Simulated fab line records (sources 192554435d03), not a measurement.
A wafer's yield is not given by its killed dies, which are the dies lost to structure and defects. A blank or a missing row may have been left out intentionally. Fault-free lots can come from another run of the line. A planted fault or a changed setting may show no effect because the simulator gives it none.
Which tool did it? / flow n5_finfet / 24 lots with 72 wafers sampled at 6 steps, on a route of 1938 steps

== WHAT THE GAUGES SHOWED, per wafer ==
N5_BEOL_M3_RS_MEAS_58: a four-point-probe measurement. Usual: for M3_RS the level is 0.67 ohm/sq and the standard deviation is 0.035.
lot=L075; measured=day 7 14:36; on=film_metro-01; M3_RS (ohm/sq)=0.72 0.69 0.61; flag=
lot=L074; measured=day 7 17:05; on=film_metro-02; M3_RS (ohm/sq)=0.64 0.71 0.61; flag=
lot=L076; measured=day 7 19:12; on=film_metro-01; M3_RS (ohm/sq)=0.67 0.63 0.71; flag=
lot=L077; measured=day 8 12:01; on=film_metro-02; M3_RS (ohm/sq)=0.67 0.65 0.67; flag=
lot=L079; measured=day 9 06:29; on=film_metro-01; M3_RS (ohm/sq)=0.71 0.65 0.61; flag=
lot=L078; measured=day 9 08:29; on=film_metro-01; M3_RS (ohm/sq)=0.70 0.70 0.66; flag=
lot=L080; measured=day 9 09:37; on=film_metro-01; M3_RS (ohm/sq)=0.64 0.66 0.68; flag=
lot=L082; measured=day 9 13:10; on=film_metro-02; M3_RS (ohm/sq)=0.68 0.66 0.67; flag=
lot=L081; measured=day 9 14:21; on=film_metro-01; M3_RS (ohm/sq)=0.67 0.67 0.70; flag=
lot=L083; measured=day 9 17:30; on=film_metro-01; M3_RS (ohm/sq)=0.69 0.67 0.64; flag=
lot=L084; measured=day 9 18:29; on=film_metro-01; M3_RS (ohm/sq)=0.72 0.67 0.70; flag=
lot=L085; measured=day 10 01:18; on=film_metro-01; M3_RS (ohm/sq)=0.67 0.71 0.64; flag=
lot=L086; measured=day 10 16:39; on=film_metro-02; M3_RS (ohm/sq)=0.62 0.59 0.61; flag=
lot=L087; measured=day 11 00:08; on=film_metro-02; M3_RS (ohm/sq)=0.66 0.64 0.61; flag=
lot=L088; measured=day 11 03:09; on=film_metro-02; M3_RS (ohm/sq)=0.73 0.68 0.71; flag=
lot=L089; measured=day 11 10:31; on=film_metro-01; M3_RS (ohm/sq)=0.67 0.69 0.65; flag=
lot=L090; measured=day 11 16:03; on=film_metro-01; M3_RS (ohm/sq)=0.71 0.67 0.64; flag=
lot=L091; measured=day 11 23:17; on=film_metro-02; M3_RS (ohm/sq)=0.75 0.81 0.65; flag=
lot=L092; measured=day 12 04:43; on=film_metro-02; M3_RS (ohm/sq)=0.64 0.65 0.63; flag=
lot=L095; measured=day 12 18:28; on=film_metro-02; M3_RS (ohm/sq)=0.65 0.70 0.68; flag=
lot=L093; measured=day 13 00:13; on=film_metro-01; M3_RS (ohm/sq)=0.68 0.64 0.66; flag=
lot=L094; measured=day 13 05:31; on=film_metro-01; M3_RS (ohm/sq)=0.65 0.63 0.64; flag=
lot=L096; measured=day 13 05:58; on=film_metro-01; M3_RS (ohm/sq)=0.70 0.68 0.67; flag=
lot=L097; measured=day 13 10:26; on=film_metro-02; M3_RS (ohm/sq)=0.76 0.65 0.68; flag=

N5_BEOL_M4_THK_MEAS_01. Usual: for M4_ILD_THK the level is 78.7 nm and the standard deviation is 1.1.
lot=L075; measured=day 7 14:45; on=film_metro-01; M4_ILD_THK (nm)=75.9 78.6 76.7; flag=
lot=L074; measured=day 7 17:13; on=film_metro-02; M4_ILD_THK (nm)=79.8 78.4 80.3; flag=
lot=L076; measured=day 7 19:20; on=film_metro-02; M4_ILD_THK (nm)=77.8 79.5 79.7; flag=
lot=L077; measured=day 8 12:08; on=film_metro-01; M4_ILD_THK (nm)=78.5 78.6 80.1; flag=
lot=L079; measured=day 9 06:37; on=film_metro-01; M4_ILD_THK (nm)=79.5 79.2 80.2; flag=
lot=L078; measured=day 9 08:37; on=film_metro-01; M4_ILD_THK (nm)=79.5 78.5 79.2; flag=
lot=L080; measured=day 9 09:48; on=film_metro-02; M4_ILD_THK (nm)=77.1 77.0 78.5; flag=
lot=L082; measured=day 9 13:19; on=film_metro-02; M4_ILD_THK (nm)=78.9 79.6 78.9; flag=
lot=L081; measured=day 9 14:29; on=film_metro-01; M4_ILD_THK (nm)=77.3 78.6 79.1; flag=
lot=L083; measured=day 9 17:38; on=film_metro-01; M4_ILD_THK (nm)=79.7 78.4 80.1; flag=
lot=L084; measured=day 9 18:37; on=film_metro-01; M4_ILD_THK (nm)=78.6 78.3 80.0; flag=
lot=L085; measured=day 10 01:26; on=film_metro-02; M4_ILD_THK (nm)=78.3 79.4 80.1; flag=
lot=L086; measured=day 10 16:47; on=film_metro-02; M4_ILD_THK (nm)=79.2 78.8 79.2; flag=
lot=L087; measured=day 11 00:16; on=film_metro-01; M4_ILD_THK (nm)=77.9 78.8 78.7; flag=
lot=L088; measured=day 11 03:17; on=film_metro-02; M4_ILD_THK (nm)=79.5 79.4 79.5; flag=
lot=L089; measured=day 11 10:38; on=film_metro-01; M4_ILD_THK (nm)=77.8 77.5 77.2; flag=
lot=L090; measured=day 11 16:11; on=film_metro-01; M4_ILD_THK (nm)=79.1 79.7 79.2; flag=
lot=L091; measured=day 11 23:25; on=film_metro-02; M4_ILD_THK (nm)=76.7 77.4 77.4; flag=
lot=L092; measured=day 12 04:50; on=film_metro-01; M4_ILD_THK (nm)=78.3 77.8 78.1; flag=
lot=L095; measured=day 12 18:37; on=film_metro-01; M4_ILD_THK (nm)=77.8 79.9 79.6; flag=
lot=L093; measured=day 13 00:22; on=film_metro-02; M4_ILD_THK (nm)=77.9 79.3 79.6; flag=
lot=L094; measured=day 13 05:38; on=film_metro-02; M4_ILD_THK (nm)=76.7 79.8 77.4; flag=
lot=L096; measured=day 13 06:05; on=film_metro-02; M4_ILD_THK (nm)=77.0 76.8 80.0; flag=
lot=L097; measured=day 13 10:34; on=film_metro-02; M4_ILD_THK (nm)=79.1 79.2 81.3; flag=

== EACH LOT AND THE TOOL THAT RAN IT (in order: tool; ch and the chambers of the sampled wafers; start) ==
lot=L075; N5_BEOL_M3_ANNEAL_49=pvd_sputter-01, day 7 11:43; N5_BEOL_M3_ANNEAL_80=pvd_sputter-01, day 7 11:56; N5_BEOL_M3_SPUTTER_88=pvd_sputter-01, day 7 12:31; N5_BEOL_M3_DEP_57=pecvd-03 ch 1,2, day 7 14:32
lot=L074; N5_BEOL_M3_ANNEAL_49=pvd_sputter-01, day 7 14:05; N5_BEOL_M3_ANNEAL_80=pvd_sputter-01, day 7 14:18; N5_BEOL_M3_SPUTTER_88=pvd_sputter-01, day 7 14:53; N5_BEOL_M3_DEP_57=pecvd-02 ch 0,1,2, day 7 17:01
lot=L076; N5_BEOL_M3_ANNEAL_49=pvd_sputter-01, day 7 16:06; N5_BEOL_M3_ANNEAL_80=pvd_sputter-01, day 7 16:19; N5_BEOL_M3_SPUTTER_88=pvd_sputter-01, day 7 16:54; N5_BEOL_M3_DEP_57=pecvd-03 ch 1,2, day 7 19:08
lot=L077; N5_BEOL_M3_ANNEAL_49=pvd_sputter-01, day 8 09:14; N5_BEOL_M3_ANNEAL_80=pvd_sputter-01, day 8 09:28; N5_BEOL_M3_SPUTTER_88=pvd_sputter-01, day 8 10:02; N5_BEOL_M3_DEP_57=pecvd-02 ch 0,1,2, day 8 11:56
lot=L079; N5_BEOL_M3_ANNEAL_49=pvd_sputter-02, day 9 03:45; N5_BEOL_M3_ANNEAL_80=pvd_sputter-02, day 9 03:58; N5_BEOL_M3_SPUTTER_88=pvd_sputter-02, day 9 04:33; N5_BEOL_M3_DEP_57=pecvd-02 ch 0,1,2, day 9 06:25
lot=L078; N5_BEOL_M3_ANNEAL_49=pvd_sputter-01, day 9 05:45; N5_BEOL_M3_ANNEAL_80=pvd_sputter-01, day 9 05:58; N5_BEOL_M3_SPUTTER_88=pvd_sputter-01, day 9 06:33; N5_BEOL_M3_DEP_57=pecvd-03 ch 0,2, day 9 08:25
lot=L080; N5_BEOL_M3_ANNEAL_49=pvd_sputter-03, day 9 06:53; N5_BEOL_M3_ANNEAL_80=pvd_sputter-03, day 9 07:07; N5_BEOL_M3_SPUTTER_88=pvd_sputter-03, day 9 07:41; N5_BEOL_M3_DEP_57=pecvd-02 ch 0,1,2, day 9 09:33
lot=L082; N5_BEOL_M3_ANNEAL_49=pvd_sputter-02, day 9 10:26; N5_BEOL_M3_ANNEAL_80=pvd_sputter-02, day 9 10:39; N5_BEOL_M3_SPUTTER_88=pvd_sputter-02, day 9 11:14; N5_BEOL_M3_DEP_57=pecvd-02 ch 0,2, day 9 13:07
lot=L081; N5_BEOL_M3_ANNEAL_49=pvd_sputter-03, day 9 11:37; N5_BEOL_M3_ANNEAL_80=pvd_sputter-03, day 9 11:50; N5_BEOL_M3_SPUTTER_88=pvd_sputter-03, day 9 12:25; N5_BEOL_M3_DEP_57=pecvd-02 ch 0,1, day 9 14:17
lot=L083; N5_BEOL_M3_ANNEAL_49=pvd_sputter-03, day 9 14:46; N5_BEOL_M3_ANNEAL_80=pvd_sputter-03, day 9 14:59; N5_BEOL_M3_SPUTTER_88=pvd_sputter-03, day 9 15:34; N5_BEOL_M3_DEP_57=pecvd-03 ch 0,1,2, day 9 17:26
lot=L084; N5_BEOL_M3_ANNEAL_49=pvd_sputter-02, day 9 15:45; N5_BEOL_M3_ANNEAL_80=pvd_sputter-02, day 9 15:58; N5_BEOL_M3_SPUTTER_88=pvd_sputter-02, day 9 16:33; N5_BEOL_M3_DEP_57=pecvd-03 ch 0,1,2, day 9 18:25
lot=L085; N5_BEOL_M3_ANNEAL_49=pvd_sputter-01, day 9 22:32; N5_BEOL_M3_ANNEAL_80=pvd_sputter-01, day 9 22:46; N5_BEOL_M3_SPUTTER_88=pvd_sputter-01, day 9 23:20; N5_BEOL_M3_DEP_57=pecvd-04 ch 0,1, day 10 01:13
lot=L086; N5_BEOL_M3_ANNEAL_49=pvd_sputter-02, day 10 13:55; N5_BEOL_M3_ANNEAL_80=pvd_sputter-02, day 10 14:08; N5_BEOL_M3_SPUTTER_88=pvd_sputter-02, day 10 14:43; N5_BEOL_M3_DEP_57=pecvd-04 ch 0,1, day 10 16:35
lot=L087; N5_BEOL_M3_ANNEAL_49=pvd_sputter-03, day 10 21:18; N5_BEOL_M3_ANNEAL_80=pvd_sputter-03, day 10 21:31; N5_BEOL_M3_SPUTTER_88=pvd_sputter-03, day 10 22:06; N5_BEOL_M3_DEP_57=pecvd-04 ch 0,1,2, day 11 00:04
lot=L088; N5_BEOL_M3_ANNEAL_49=pvd_sputter-01, day 11 00:22; N5_BEOL_M3_ANNEAL_80=pvd_sputter-01, day 11 00:35; N5_BEOL_M3_SPUTTER_88=pvd_sputter-01, day 11 01:10; N5_BEOL_M3_DEP_57=pecvd-02 ch 0,1,2, day 11 03:05
lot=L089; N5_BEOL_M3_ANNEAL_49=pvd_sputter-02, day 11 07:14; N5_BEOL_M3_ANNEAL_80=pvd_sputter-02, day 11 07:27; N5_BEOL_M3_SPUTTER_88=pvd_sputter-02, day 11 08:02; N5_BEOL_M3_DEP_57=pecvd-03 ch 0,1,2, day 11 10:27
lot=L090; N5_BEOL_M3_ANNEAL_49=pvd_sputter-03, day 11 13:17; N5_BEOL_M3_ANNEAL_80=pvd_sputter-03, day 11 13:31; N5_BEOL_M3_SPUTTER_88=pvd_sputter-03, day 11 14:05; N5_BEOL_M3_DEP_57=pecvd-02 ch 1,2, day 11 15:58
lot=L091; N5_BEOL_M3_ANNEAL_49=pvd_sputter-03, day 11 20:34; N5_BEOL_M3_ANNEAL_80=pvd_sputter-03, day 11 20:47; N5_BEOL_M3_SPUTTER_88=pvd_sputter-03, day 11 21:22; N5_BEOL_M3_DEP_57=pecvd-04 ch 0,1, day 11 23:14
lot=L092; N5_BEOL_M3_ANNEAL_49=pvd_sputter-02, day 12 01:35; N5_BEOL_M3_ANNEAL_80=pvd_sputter-02, day 12 01:49; N5_BEOL_M3_SPUTTER_88=pvd_sputter-02, day 12 02:23; N5_BEOL_M3_DEP_57=pecvd-03 ch 0,1,2, day 12 04:38
lot=L095; N5_BEOL_M3_ANNEAL_49=pvd_sputter-01, day 12 15:44; N5_BEOL_M3_ANNEAL_80=pvd_sputter-01, day 12 15:57; N5_BEOL_M3_SPUTTER_88=pvd_sputter-01, day 12 16:32; N5_BEOL_M3_DEP_57=pecvd-02 ch 0,2, day 12 18:24
lot=L093; N5_BEOL_M3_ANNEAL_49=pvd_sputter-03, day 12 21:28; N5_BEOL_M3_ANNEAL_80=pvd_sputter-03, day 12 21:41; N5_BEOL_M3_SPUTTER_88=pvd_sputter-03, day 12 22:16; N5_BEOL_M3_DEP_57=pecvd-03 ch 0,1,2, day 13 00:09
lot=L094; N5_BEOL_M3_ANNEAL_49=pvd_sputter-01, day 13 02:47; N5_BEOL_M3_ANNEAL_80=pvd_sputter-01, day 13 03:00; N5_BEOL_M3_SPUTTER_88=pvd_sputter-01, day 13 03:35; N5_BEOL_M3_DEP_57=pecvd-03 ch 0,1, day 13 05:27
lot=L096; N5_BEOL_M3_ANNEAL_49=pvd_sputter-03, day 13 02:58; N5_BEOL_M3_ANNEAL_80=pvd_sputter-03, day 13 03:11; N5_BEOL_M3_SPUTTER_88=pvd_sputter-03, day 13 03:46; N5_BEOL_M3_DEP_57=pecvd-03 ch 0,1,2, day 13 05:53
lot=L097; N5_BEOL_M3_ANNEAL_49=pvd_sputter-02, day 13 04:17; N5_BEOL_M3_ANNEAL_80=pvd_sputter-02, day 13 04:30; N5_BEOL_M3_SPUTTER_88=pvd_sputter-02, day 13 05:05; N5_BEOL_M3_DEP_57=pecvd-02 ch 0,1,2, day 13 10:22
- N5_BEOL_M3_ANNEAL_49: time 240 s.
- N5_BEOL_M3_ANNEAL_80: time 240 s.
- N5_BEOL_M3_SPUTTER_88: material Cu, target thk 4.5 nm, time 8.29 s.
- N5_BEOL_M3_DEP_57: deposits SiCN from 3MS/NH3, target thk 8 nm, time 14 s.

== AS READ BY THE TOOLS THEMSELVES (means over the sampled wafers that have a number; for cases with no such wafer, the mark the record gives instead) ==
N5_BEOL_M3_ANNEAL_49. Usual: heater_power_w at 842 W, with a standard deviation of 78.
lot=L075; tool=pvd_sputter-01; heater_power_w (W)=845; flag=
lot=L074; tool=pvd_sputter-01; heater_power_w (W)=809; flag=
lot=L076; tool=pvd_sputter-01; heater_power_w (W)=806; flag=
lot=L077; tool=pvd_sputter-01; heater_power_w (W)=803; flag=
lot=L079; tool=pvd_sputter-02; heater_power_w (W)=841; flag=
lot=L078; tool=pvd_sputter-01; heater_power_w (W)=864; flag=
lot=L080; tool=pvd_sputter-03; heater_power_w (W)=795; flag=
lot=L082; tool=pvd_sputter-02; heater_power_w (W)=885; flag=
lot=L081; tool=pvd_sputter-03; heater_power_w (W)=812; flag=
lot=L083; tool=pvd_sputter-03; heater_power_w (W)=815; flag=
lot=L084; tool=pvd_sputter-02; heater_power_w (W)=956; flag=
lot=L085; tool=pvd_sputter-01; heater_power_w (W)=826; flag=
lot=L086; tool=pvd_sputter-02; heater_power_w (W)=968; flag=
lot=L087; tool=pvd_sputter-03; heater_power_w (W)=822; flag=
lot=L088; tool=pvd_sputter-01; heater_power_w (W)=830; flag=
lot=L089; tool=pvd_sputter-02; heater_power_w (W)=910; flag=
lot=L090; tool=pvd_sputter-03; heater_power_w (W)=788; flag=
lot=L091; tool=pvd_sputter-03; heater_power_w (W)=821; flag=
lot=L092; tool=pvd_sputter-02; heater_power_w (W)=911; flag=
lot=L095; tool=pvd_sputter-01; heater_power_w (W)=830; flag=
lot=L093; tool=pvd_sputter-03; heater_power_w (W)=809; flag=
lot=L094; tool=pvd_sputter-01; heater_power_w (W)=844; flag=
lot=L096; tool=pvd_sputter-03; heater_power_w (W)=803; flag=
lot=L097; tool=pvd_sputter-02; heater_power_w (W)=888; flag=

N5_BEOL_M3_ANNEAL_80. Usual: heater_power_w at 843 W, with a standard deviation of 78.
lot=L075; tool=pvd_sputter-01; heater_power_w (W)=857; flag=
lot=L074; tool=pvd_sputter-01; heater_power_w (W)=807; flag=
lot=L076; tool=pvd_sputter-01; heater_power_w (W)=803; flag=
lot=L077; tool=pvd_sputter-01; heater_power_w (W)=805; flag=
lot=L079; tool=pvd_sputter-02; heater_power_w (W)=837; flag=
lot=L078; tool=pvd_sputter-01; heater_power_w (W)=863; flag=
lot=L080; tool=pvd_sputter-03; heater_power_w (W)=807; flag=
lot=L082; tool=pvd_sputter-02; heater_power_w (W)=904; flag=
lot=L081; tool=pvd_sputter-03; heater_power_w (W)=810; flag=
lot=L083; tool=pvd_sputter-03; heater_power_w (W)=827; flag=
lot=L084; tool=pvd_sputter-02; heater_power_w (W)=935; flag=
lot=L085; tool=pvd_sputter-01; heater_power_w (W)=825; flag=
lot=L086; tool=pvd_sputter-02; heater_power_w (W)=962; flag=
lot=L087; tool=pvd_sputter-03; heater_power_w (W)=830; flag=
lot=L088; tool=pvd_sputter-01; heater_power_w (W)=828; flag=
lot=L089; tool=pvd_sputter-02; heater_power_w (W)=923; flag=
lot=L090; tool=pvd_sputter-03; heater_power_w (W)=803; flag=
lot=L091; tool=pvd_sputter-03; heater_power_w (W)=805; flag=
lot=L092; tool=pvd_sputter-02; heater_power_w (W)=907; flag=
lot=L095; tool=pvd_sputter-01; heater_power_w (W)=835; flag=
lot=L093; tool=pvd_sputter-03; heater_power_w (W)=809; flag=
lot=L094; tool=pvd_sputter-01; heater_power_w (W)=818; flag=
lot=L096; tool=pvd_sputter-03; heater_power_w (W)=817; flag=
lot=L097; tool=pvd_sputter-02; heater_power_w (W)=886; flag=

N5_BEOL_M3_SPUTTER_88. Usual: throttle_valve_pct at 29.4 %, with a standard deviation of 1.1.
lot=L075; tool=pvd_sputter-01; throttle_valve_pct (%)=29.5; flag=
lot=L074; tool=pvd_sputter-01; throttle_valve_pct (%)=29.2; flag=
lot=L076; tool=pvd_sputter-01; throttle_valve_pct (%)=29.3; flag=
lot=L077; tool=pvd_sputter-01; throttle_valve_pct (%)=29.1; flag=
lot=L079; tool=pvd_sputter-02; throttle_valve_pct (%)=30.2; flag=
lot=L078; tool=pvd_sputter-01; throttle_valve_pct (%)=29.6; flag=
lot=L080; tool=pvd_sputter-03; throttle_valve_pct (%)=29.2; flag=
lot=L082; tool=pvd_sputter-02; throttle_valve_pct (%)=29.4; flag=
lot=L081; tool=pvd_sputter-03; throttle_valve_pct (%)=28.8; flag=
lot=L083; tool=pvd_sputter-03; throttle_valve_pct (%)=28.7; flag=
lot=L084; tool=pvd_sputter-02; throttle_valve_pct (%)=30.6; flag=
lot=L085; tool=pvd_sputter-01; throttle_valve_pct (%)=30.0; flag=
lot=L086; tool=pvd_sputter-02; throttle_valve_pct (%)=29.5; flag=
lot=L087; tool=pvd_sputter-03; throttle_valve_pct (%)=28.6; flag=
lot=L088; tool=pvd_sputter-01; throttle_valve_pct (%)=30.1; flag=
lot=L089; tool=pvd_sputter-02; throttle_valve_pct (%)=29.8; flag=
lot=L090; tool=pvd_sputter-03; throttle_valve_pct (%)=29.1; flag=
lot=L091; tool=pvd_sputter-03; throttle_valve_pct (%)=29.0; flag=
lot=L092; tool=pvd_sputter-02; throttle_valve_pct (%)=29.7; flag=
lot=L095; tool=pvd_sputter-01; throttle_valve_pct (%)=29.8; flag=
lot=L093; tool=pvd_sputter-03; throttle_valve_pct (%)=28.9; flag=
lot=L094; tool=pvd_sputter-01; throttle_valve_pct (%)=29.0; flag=
lot=L096; tool=pvd_sputter-03; throttle_valve_pct (%)=28.9; flag=
lot=L097; tool=pvd_sputter-02; throttle_valve_pct (%)=29.6; flag=

N5_BEOL_M3_DEP_57. Usual: chamber_pressure_Torr 3.000 Torr, standard deviation 0.0058; showerhead_plenum_p_Torr 3.675 Torr, standard deviation 0.015; throttle_valve_pct 8.9 %, standard deviation 0.39.
lot=L075; tool=pecvd-03; chamber_pressure_Torr (Torr)=2.994; showerhead_plenum_p_Torr (Torr)=3.658; throttle_valve_pct (%)=8.7; flag=
lot=L074; tool=pecvd-02; chamber_pressure_Torr (Torr)=2.998; showerhead_plenum_p_Torr (Torr)=3.685; throttle_valve_pct (%)=9.0; flag=
lot=L076; tool=pecvd-03; chamber_pressure_Torr (Torr)=3.003; showerhead_plenum_p_Torr (Torr)=3.661; throttle_valve_pct (%)=8.7; flag=
lot=L077; tool=pecvd-02; chamber_pressure_Torr (Torr)=3.001; showerhead_plenum_p_Torr (Torr)=3.686; throttle_valve_pct (%)=9.1; flag=
lot=L079; tool=pecvd-02; chamber_pressure_Torr (Torr)=3.005; showerhead_plenum_p_Torr (Torr)=3.685; throttle_valve_pct (%)=9.2; flag=
lot=L078; tool=pecvd-03; chamber_pressure_Torr (Torr)=2.997; showerhead_plenum_p_Torr (Torr)=3.671; throttle_valve_pct (%)=9.1; flag=
lot=L080; tool=pecvd-02; chamber_pressure_Torr (Torr)=2.999; showerhead_plenum_p_Torr (Torr)=3.688; throttle_valve_pct (%)=9.1; flag=
lot=L082; tool=pecvd-02; chamber_pressure_Torr (Torr)=2.997; showerhead_plenum_p_Torr (Torr)=3.684; throttle_valve_pct (%)=9.0; flag=
lot=L081; tool=pecvd-02; chamber_pressure_Torr (Torr)=2.996; showerhead_plenum_p_Torr (Torr)=3.691; throttle_valve_pct (%)=9.3; flag=
lot=L083; tool=pecvd-03; chamber_pressure_Torr (Torr)=2.998; showerhead_plenum_p_Torr (Torr)=3.665; throttle_valve_pct (%)=8.8; flag=
lot=L084; tool=pecvd-03; chamber_pressure_Torr (Torr)=3.003; showerhead_plenum_p_Torr (Torr)=3.670; throttle_valve_pct (%)=8.9; flag=
lot=L085; tool=pecvd-04; chamber_pressure_Torr (Torr)=3.005; showerhead_plenum_p_Torr (Torr)=3.669; throttle_valve_pct (%)=8.8; flag=
lot=L086; tool=pecvd-04; chamber_pressure_Torr (Torr)=3.003; showerhead_plenum_p_Torr (Torr)=3.669; throttle_valve_pct (%)=8.8; flag=
lot=L087; tool=pecvd-04; chamber_pressure_Torr (Torr)=2.998; showerhead_plenum_p_Torr (Torr)=3.660; throttle_valve_pct (%)=8.7; flag=
lot=L088; tool=pecvd-02; chamber_pressure_Torr (Torr)=3.008; showerhead_plenum_p_Torr (Torr)=3.686; throttle_valve_pct (%)=9.1; flag=
lot=L089; tool=pecvd-03; chamber_pressure_Torr (Torr)=2.998; showerhead_plenum_p_Torr (Torr)=3.669; throttle_valve_pct (%)=9.0; flag=
lot=L090; tool=pecvd-02; chamber_pressure_Torr (Torr)=3.007; showerhead_plenum_p_Torr (Torr)=3.689; throttle_valve_pct (%)=8.7; flag=
lot=L091; tool=pecvd-04; chamber_pressure_Torr (Torr)=3.002; showerhead_plenum_p_Torr (Torr)=3.666; throttle_valve_pct (%)=8.7; flag=
lot=L092; tool=pecvd-03; chamber_pressure_Torr (Torr)=3.003; showerhead_plenum_p_Torr (Torr)=3.666; throttle_valve_pct (%)=8.9; flag=
lot=L095; tool=pecvd-02; chamber_pressure_Torr (Torr)=3.000; showerhead_plenum_p_Torr (Torr)=3.683; throttle_valve_pct (%)=8.9; flag=
lot=L093; tool=pecvd-03; chamber_pressure_Torr (Torr)=3.001; showerhead_plenum_p_Torr (Torr)=3.673; throttle_valve_pct (%)=9.0; flag=
lot=L094; tool=pecvd-03; chamber_pressure_Torr (Torr)=3.003; showerhead_plenum_p_Torr (Torr)=3.671; throttle_valve_pct (%)=9.0; flag=
lot=L096; tool=pecvd-03; chamber_pressure_Torr (Torr)=2.998; showerhead_plenum_p_Torr (Torr)=3.671; throttle_valve_pct (%)=9.0; flag=
lot=L097; tool=pecvd-02; chamber_pressure_Torr (Torr)=2.993; showerhead_plenum_p_Torr (Torr)=3.686; throttle_valve_pct (%)=9.1; flag=

== THE ANSWER, worked out from the rows above alone ==
Rule: a lot counts as off when the mean over its wafers that have a number is more than 3 standard deviations away from the usual mean. Also off: a lot with no number at a reading for which 4 or more lots have one. The other lots that the step has rows for count as sound. The gauges are gone through in route order, then the tools' own readings, and for those a lot's mean is taken as printed above. At the first step where some lot is off, the reading lying furthest off is the one used; lots without a number count as furthest.
Nothing can be told from this: no lot is off at any reading shown.

== WHAT THE SIMULATOR HAD PUT IN ==
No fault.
